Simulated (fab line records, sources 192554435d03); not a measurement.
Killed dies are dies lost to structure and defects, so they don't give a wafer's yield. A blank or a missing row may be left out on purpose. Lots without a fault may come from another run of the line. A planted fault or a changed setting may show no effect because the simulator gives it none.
Split-lot experiment | flow n5_finfet | 7 lots, 39 wafers read, on a route of 1938 steps

THE SPLIT
At N5_BEOL_M3_TRENCH_ETCH_37 (etches SiOC in C4F6/O2, target depth 55.555 nm, time 29.2 s), the setting time_s was moved away from the recipe's 29.2 s on 9 of the 39 wafers read, by -46.7% to +40.5%. The other wafers ran this setting at the recipe's value.

FROM THE SPLIT TO THE READING: what the file shows between them, 2 steps
- N5_BEOL_M3_ETCH_41: etches SiCN in CH3F/O2, target depth 29.9 nm, time 52.5 s
- N5_BEOL_M3_STRIP_97: strips in N2/H2, time 10 s

THE READING
trench_depth_nm, in nm, at N5_BEOL_M3_OCD_MEAS_38. Fault-free wafers of this fab line usually give 55.3 nm, standard deviation 0.93 nm.

wafer  | tool, chamber at the split | time_s as run, s | against the recipe | trench_depth_nm, nm | against lot-mates on the recipe
L075.1 | rie_diel-02, 1             | 41.03            | +40.5%             | 77.6                | +23.1
L075.2 | rie_diel-02, 3             | 41.03            | +40.5%             | 77.7                | +23.2
L075.3 | rie_diel-02, 0             | 41.03            | +40.5%             | 75.7                | +21.2
L075.4 | rie_diel-02, 0             | 29.2             | recipe             | 54.2                | -
L075.5 | rie_diel-02, 3             | 29.2             | recipe             | 55.6                | -
L075.6 | rie_diel-02, 1             | 29.2             | recipe             | 53.8                | -
L076.1 | rie_diel-02, 0             | 29.2             | recipe             | 53.3                | -
L076.2 | rie_diel-02, 1             | 15.55            | -46.7%             | 29.0                | -25.5
L076.3 | rie_diel-02, 3             | 29.2             | recipe             | 55.7                | -
L076.4 | rie_diel-02, 1             | 15.55            | -46.7%             | 29.0                | -25.5
L076.5 | rie_diel-02, 3             | 29.2             | recipe             | 54.6                | -
L076.6 | rie_diel-02, 0             | 15.55            | -46.7%             | 29.2                | -25.3
L085.1 | rie_diel-05, 1             | 29.2             | recipe             | 56.4                | -
L085.2 | rie_diel-05, 2             | 29.2             | recipe             | 55.4                | -
L085.3 | rie_diel-05, 3             | 29.2             | recipe             | 55.5                | -
L085.4 | rie_diel-05, 0             | 29.2             | recipe             | 56.9                | -
L085.5 | rie_diel-05, 2             | 29.2             | recipe             | 55.6                | -
L085.6 | rie_diel-05, 3             | 29.2             | recipe             | 54.6                | -
L089.1 | rie_diel-06, 2             | 29.2             | recipe             | 56.2                | -
L089.2 | rie_diel-06, 0             | 29.2             | recipe             | 54.7                | -
L089.3 | rie_diel-06, 3             | 29.2             | recipe             | 53.7                | -
L092.1 | rie_diel-02, 0             | 29.2             | recipe             | 53.5                | -
L092.2 | rie_diel-02, 3             | 29.2             | recipe             | 54.6                | -
L092.3 | rie_diel-02, 1             | 29.2             | recipe             | 56.8                | -
L092.4 | rie_diel-02, 2             | 29.2             | recipe             | 56.2                | -
L092.5 | rie_diel-02, 1             | 29.2             | recipe             | 56.8                | -
L092.6 | rie_diel-02, 0             | 29.2             | recipe             | 54.7                | -
L095.1 | rie_diel-02, 1             | 29.2             | recipe             | 56.3                | -
L095.2 | rie_diel-02, 3             | 29.2             | recipe             | 55.5                | -
L095.3 | rie_diel-02, 0             | 29.2             | recipe             | 53.9                | -
L095.4 | rie_diel-02, 2             | 29.2             | recipe             | 56.4                | -
L095.5 | rie_diel-02, 3             | 29.2             | recipe             | 56.0                | -
L095.6 | rie_diel-02, 2             | 29.2             | recipe             | 55.8                | -
L097.1 | rie_diel-06, 2             | 24.06            | -17.6%             | 46.5                | -7.8
L097.2 | rie_diel-06, 0             | 29.2             | recipe             | 54.4                | -
L097.3 | rie_diel-06, 3             | 24.06            | -17.6%             | 44.2                | -10.1
L097.4 | rie_diel-06, 1             | 29.2             | recipe             | 54.9                | -
L097.5 | rie_diel-06, 3             | 29.2             | recipe             | 53.5                | -
L097.6 | rie_diel-06, 0             | 24.06            | -17.6%             | 45.7                | -8.6

THE FIT
A straight line over all 39 wafers: trench_depth_nm changes by +0.55 nm for each +1% of time_s; r = +0.99; the points scatter about the line by 1 nm.
The same after taking each lot's own level away (the mean of its wafers on the recipe; 39 wafers): +0.546 nm for each +1%; r = +1.00; scatter 0.94 nm.
On that fit, the largest move of time_s shifts the reading by 26 nm.
The lots' own levels span 54.27 to 55.73 nm, that is 1.6 times the standard deviation above.
So the lot-to-lot level changes the slope little: the two slopes agree.
Check: with one of the wafers moved furthest among these (-46.7%) left out of the fit, the line predicts -25.4 nm for it against its lot-mates. It came out at -25.5 nm against them.

OTHER SPLITS ON THESE WAFERS
These wafers also went through other splits before the reading. Each is held against what the fit with the lots' levels taken away leaves over:
other split on the same wafers                  | wafers away from the commonest value | r with trench_depth_nm (lot level and that fit taken away)
N5_SD_EPI_N_DEVELOP_08 develop_time_s           | 12                                   | -0.02
N5_HKMG_FIN_ETCH_55 time_s                      | 12                                   | -0.10
N5_MOL_CONTACT_COAG_ETCHBACK_136 target_depth_a | 15                                   | +0.13
N5_BEOL_M0_SAQP_ETCH_106 target_depth_a         | 6                                    | +0.02

THE WHOLE CHAIN: every reading that the file lists as answering this split, in the file's order
step                      | what it does                                                | reading                                                                          | change (the file's fit)                | r (the file's)
N5_BEOL_M3_TRENCH_ETCH_37 | etches SiOC in C4F6/O2, target depth 55.555 nm, time 29.2 s | BEOL_M3.feature_depth_nm (the simulator's own value, which no gauge read)        | +0.544 nm for each +1% of the setting  | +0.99
N5_BEOL_M3_TRENCH_ETCH_37 | etches SiOC in C4F6/O2, target depth 55.555 nm, time 29.2 s | etch.depth_nm (the simulator's own value, which no gauge read)                   | +0.545 nm for each +1% of the setting  | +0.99
N5_BEOL_M3_TRENCH_ETCH_37 | etches SiOC in C4F6/O2, target depth 55.555 nm, time 29.2 s | TiN_of_BEOL_M3_HM_DEP_02.thk_nm (the simulator's own value, which no gauge read) | -0.0256 nm for each +1% of the setting | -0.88
N5_BEOL_M3_OCD_MEAS_38    |                                                             | trench_depth_nm                                                                  | +0.546 nm for each +1% of the setting  | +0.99

THE FILE'S OWN FIT
trench_depth_nm changes by +0.546 nm for each +1% of time_s, r = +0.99.
